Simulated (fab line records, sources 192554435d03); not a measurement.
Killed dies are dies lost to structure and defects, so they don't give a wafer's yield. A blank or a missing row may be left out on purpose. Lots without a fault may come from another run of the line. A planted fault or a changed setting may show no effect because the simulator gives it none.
A struck lot beside a sound one | flow n5_finfet | 26 steps out of a route of 1938
Sound: wafers L538.1, L538.2, L538.3. Struck: wafers L547.1, L547.2, L547.6. The cause comes at the end.
At each step with rows: each side's tool, then ch and its chambers, then its first start. Under that, the readings that differ: sound wafers | struck wafers | difference of the means | sigmas: that difference in standard deviations of wafers without a fault.
alike: readings whose means differ by less than 2 such deviations, and words and numbers that are the same on both sides. not compared: withheld readings, readings that some wafer has no value for, bounds like >300 that may hide the same value, and numbers for which the record gives no deviation and whose values overlap.
The two part at a step that has a row with sigmas, a row that says differs or no value, or rows on one side only. Numbers that don't overlap but have no deviation are shown without sigmas and don't part them. A reading that every wafer of one side lacks parts them only if that side has two wafers or more.

first, 1 step without rows for these wafers: N5_BEOL_M13_SPUTTER_44 (material Ta, target thk 10 nm, time 16.13 s).
N5_BEOL_M13_SPUTTER_45: material Cu, target thk 80 nm, time 13.33 s.
  sound on pvd_sputter-02, day 11 09:34; struck on pvd_sputter-01, day 12 18:07
  alike: throttle_valve_pct
then, 1 step without rows for these wafers: N5_BEOL_M13_ECD_47 (material Cu, target thk 936 nm).
N5_BEOL_M13_ANNEAL_48: time 90 s.
  sound on rtp_anneal-02 ch 0, day 11 10:29; struck on rtp_anneal-02 ch 0, day 12 18:23
  alike: wafer_temp_C_max
N5_BEOL_M13_CMP_49: polishes, stops on SiOC, t overpolish 17.1 s, target thk 420 nm.
  sound on cmp-02 ch 0,2,3, day 11 10:47; struck on cmp-02 ch 0,1,2, day 12 18:41
  alike: barrier_field_endpoint_s, motor_current_A, overpolish_run_s, retaining_ring_pressure_frac
N5_BEOL_M13_THK_MEAS_50: measures by xrf.
  sound on film_metro-01, day 11 11:04; struck on film_metro-02, day 12 18:59
  alike: M13_THK
then, 1 step without rows for these wafers: N5_BEOL_M13_PRE_CLEAN_52 (time 15 s).
N5_BEOL_M13_DEP_53: deposits SiCN from 3MS/NH3, target thk 50 nm, time 17.8 s.
  sound on pecvd-04 ch 0,1,2, day 11 11:08; struck on pecvd-02 ch 0,1,2, day 12 19:02
  alike: showerhead_plenum_p_Torr, throttle_valve_pct
N5_BEOL_M13_RS_MEAS_54: measures by four-point-probe.
  sound on film_metro-02, day 11 11:12; struck on film_metro-01, day 12 19:07
  alike: M13_RS
N5_BEOL_M13_INSPECT_55: inspects for defects (darkfield).
  sound on defect_inspect-02, day 11 11:14; struck on defect_inspect-01, day 12 19:08
  alike: raw_defect_count
then, 1 step without rows for these wafers: N5_BEOL_M14_ILD_DEP_00 (deposits SiO2 from TEOS/O2, target thk 1119.3 nm, time 237.4 s).
N5_BEOL_M14_THK_MEAS_01:
  sound on film_metro-02, day 11 11:27; struck on film_metro-01, day 12 19:22
  alike: M14_ILD_THK
N5_BEOL_M14_COAT_58: time 60 s, resist thk 89 nm.
  sound on litho_track-04 ch 0, day 11 11:29; struck on litho_track-04 ch 0, day 12 19:23
  reading                                    | sound                | struck               | difference | sigmas
  spin_speed_rpm (rpm)                       | 1500.5 1500.8 1499.8 | 1781.5 1781.3 1782.0 | +281.2     | +99 or more
  model.BARC_of_BEOL_M14_COAT_58.thk_nm (nm) | 89 89.4 89.4         | 82 82.2 82           | -7         |
  alike: heater_power_total_W, plate_temp_C
then, 7 steps without rows for these wafers: N5_BEOL_M14_COAT_04 (resist thk 800 nm); N5_BEOL_M14_EBR_06; N5_BEOL_M14_SOFTBAKE_05 (time 60 s); N5_BEOL_M14_EXPOSE_07 (exposes mask V13); N5_BEOL_M14_PEB_08 (peb time 90 s); N5_BEOL_M14_DEVELOP_09 (develop time 45 s); N5_BEOL_M14_HARDBAKE_14 (time 120 s).
N5_BEOL_M14_CD_MEAS_10: target cd 250 nm.
  sound on cd_sem-01 ch 0, day 11 11:46; struck on cd_sem-03 ch 0, day 12 19:47
  alike: cd_nm
N5_BEOL_M14_OVL_MEAS_11:
  sound on overlay-02 ch 0, day 11 11:47; struck on overlay-02 ch 0, day 12 19:49
  alike: V13_OVL
N5_BEOL_M14_INSPECT_12: inspects for defects (macro).
  sound on defect_inspect-01, day 11 11:49; struck on defect_inspect-01, day 12 19:50
  alike: raw_defect_count
N5_BEOL_M14_DESCUM_15: chemistry O2, time 7.9 s.
  sound on rie_diel-02 ch 0,1,3, day 11 11:51; struck on rie_diel-04 ch 0,1,2, day 12 20:25
  alike: drypump_motor_current_A, oes_product_au, rf_vpp_V, showerhead_plenum_p_Torr, throttle_valve_pct
  not compared: rf_hours_counter_h
N5_BEOL_M14_ETCH_59: etches BARC in N2/H2, target depth 89 nm, overetch 26.7 nm, time 67.9 s.
  sound on rie_diel-02 ch 0,1,3, day 11 11:53; struck on rie_diel-04 ch 0,1,2, day 12 20:27
  reading                  | sound             | struck            | difference | sigmas
  model.etch.depth_nm (nm) | 89.01 89.31 89.35 | 81.97 82.11 81.99 | -7.20      |
  alike: drypump_motor_current_A, oes_product_au, rf_vpp_V, showerhead_plenum_p_Torr, throttle_valve_pct
  not compared: rf_hours_counter_h
then, 1 step without rows for these wafers: N5_BEOL_M14_VIA_ETCH_16 (etches SiO2 in C4F8/O2/Ar, target depth 1231.3 nm).

WHERE THEY PART
Only at N5_BEOL_M14_COAT_58, within this record. Later steps at which nothing parts them and some readings are alike: N5_BEOL_M14_CD_MEAS_10, N5_BEOL_M14_OVL_MEAS_11, N5_BEOL_M14_INSPECT_12, N5_BEOL_M14_DESCUM_15, N5_BEOL_M14_ETCH_59.

WHY: what the simulator had put in
Process parameter drift: litho_track-04, from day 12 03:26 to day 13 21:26, at N5_BEOL_M14_COAT_58. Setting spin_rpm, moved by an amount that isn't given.
